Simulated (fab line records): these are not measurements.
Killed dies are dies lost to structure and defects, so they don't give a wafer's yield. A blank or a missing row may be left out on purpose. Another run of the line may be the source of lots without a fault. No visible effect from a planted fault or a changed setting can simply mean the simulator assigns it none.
A single fault, viewed from 3 desks | flow n5_finfet | every desk sees just its own numbers, and what lay behind them comes last

== FROM THE METROLOGY DESK ==
Lot by lot, what the gauges showed, no matter which tool ran the lot: averages of those sampled wafers that carry a number. A lot is out of limits, marked OUT, if its mean lies more than 4 standard deviations from the usual mean; the brackets give that distance. Readings shown: 7 of its 10, picked as those furthest out on some lot.
Columns: A = DIBL_N at N5_BEOL_M4_RC_MEAS_101, usual 36.3 mV/V; B = DIBL_P at N5_BEOL_M4_RC_MEAS_101, usual 36.3 mV/V; C = IOFF_N at N5_BEOL_M4_RC_MEAS_101, usual 0.16 nA/um; D = ION_N at N5_BEOL_M4_RC_MEAS_101, usual 673 uA/um; E = ION_P at N5_BEOL_M4_RC_MEAS_101, usual 461 uA/um; F = SS_P at N5_BEOL_M4_RC_MEAS_101, usual 73.3 mV/dec; G = VT_N at N5_BEOL_M4_RC_MEAS_101, usual 250 mV
lot  | first seen here | A    | B    | C    | D   | E   | F    | G
L772 | day 8 19:18     | 34.9 | 34.3 | 0.13 | 666 | 460 | 72.7 | 254
L777 | day 9 18:35     | 36.9 | 38.9 | 0.16 | 666 | 464 | 73.7 | 251
L779 | day 10 00:35    | 36.4 | 38.1 | 0.17 | 670 | 463 | 74.5 | 252
L780 | day 10 21:47    | 36.8 | 36.9 | 0.18 | 672 | 454 | 73.4 | 248
L781 | day 11 02:34    | 37.2 | 38.2 | 0.19 | 690 | 470 | 73.1 | 246
L783 | day 11 09:02    | 36.4 | 35.3 | 0.14 | 667 | 459 | 73.2 | 252
L784 | day 12 02:27    | 38.1 | 38.4 | 0.20 | 691 | 465 | 74.2 | 246
L788 | day 12 22:41    | 36.8 | 37.9 | 0.18 | 683 | 468 | 73.8 | 248
L789 | day 12 23:26    | 37.5 | 37.3 | 0.18 | 685 | 469 | 73.3 | 249
L792 | day 13 08:58    | 37.6 | 37.3 | 0.17 | 675 | 458 | 73.7 | 250
Finding of this desk: none of the 10 lots has anything out of limits.

== THE DEFECT DESK ==
Counts from the inspections along the route, per lot, as means over the sampled wafers that have a number. A lot is out of limits, marked OUT, if its mean lies more than 4 standard deviations from the usual mean; the brackets give that distance.
Columns: A = raw_defect_count at N5_WELL_APT_INSPECT_10, usual 1.8
lot  | first seen here | A
L772 | day 2 08:07     | 2.0
L777 | day 3 13:37     | 2.3
L779 | day 4 01:37     | 1.7
L780 | day 4 07:44     | 1.3
L781 | day 4 13:52     | 1.7
L783 | day 5 01:46     | 1.3
L784 | day 5 08:07     | 1.7
L788 | day 6 07:44     | 3.3
L789 | day 6 13:44     | 2.0
L792 | day 7 07:46     | 2.3
Finding of this desk: none of the 10 lots has anything out of limits.

== AT THE TOOL OWNER'S DESK: litho_track-03 ==
The tool's own readings at N5_WELL_APT_COAT_19 (resist thk 950 nm): means of the sampled wafers that have a number, for each lot that ran on this tool. A lot is out of limits, marked OUT, if its mean lies more than 4 standard deviations from the usual mean; the brackets give that distance.
Columns: A = dispense_pressure_kPa at N5_WELL_APT_COAT_19, usual 46.6 kPa; B = spin_speed_rpm at N5_WELL_APT_COAT_19, usual 1357.0 rpm
lot  | first seen here | A    | B
L780 | day 4 09:13     | 47.5 | 1356.2
L781 | day 4 14:40     | 47.5 | 1357.0
L783 | day 5 03:01     | 47.5 | 1519.1 (+99 or more) OUT
L788 | day 6 08:32     | 47.5 | 1519.0 (+99 or more) OUT
This desk's verdict: out of limits on L783, L788, starting with L783 at day 5 03:01 (spin_speed_rpm at N5_WELL_APT_COAT_19). In limits: L780, L781.

== PUT TOGETHER ==
At day 5 03:01, on L783, L788, the tool owner's desk was in a position to raise an alarm.
At the metrology desk, nothing out of limits was observed.
Nothing the defect desk looked at was out of limits.
The metrology desk holds a record of L783, L788, inside its limits.
The defect desk has L783, L788 on record, within its limits.
The lots listed all ran N5_WELL_APT_COAT_19 on litho_track-03.

== WHAT THE SIMULATOR PUT IN ==
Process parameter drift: litho_track-03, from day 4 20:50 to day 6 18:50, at N5_WELL_APT_COAT_19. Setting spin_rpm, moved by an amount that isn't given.
Shown lots that were struck: L783, L788.
Each desk's first reading out of limits, in hours after the fault started: the tool owner's desk, 6.
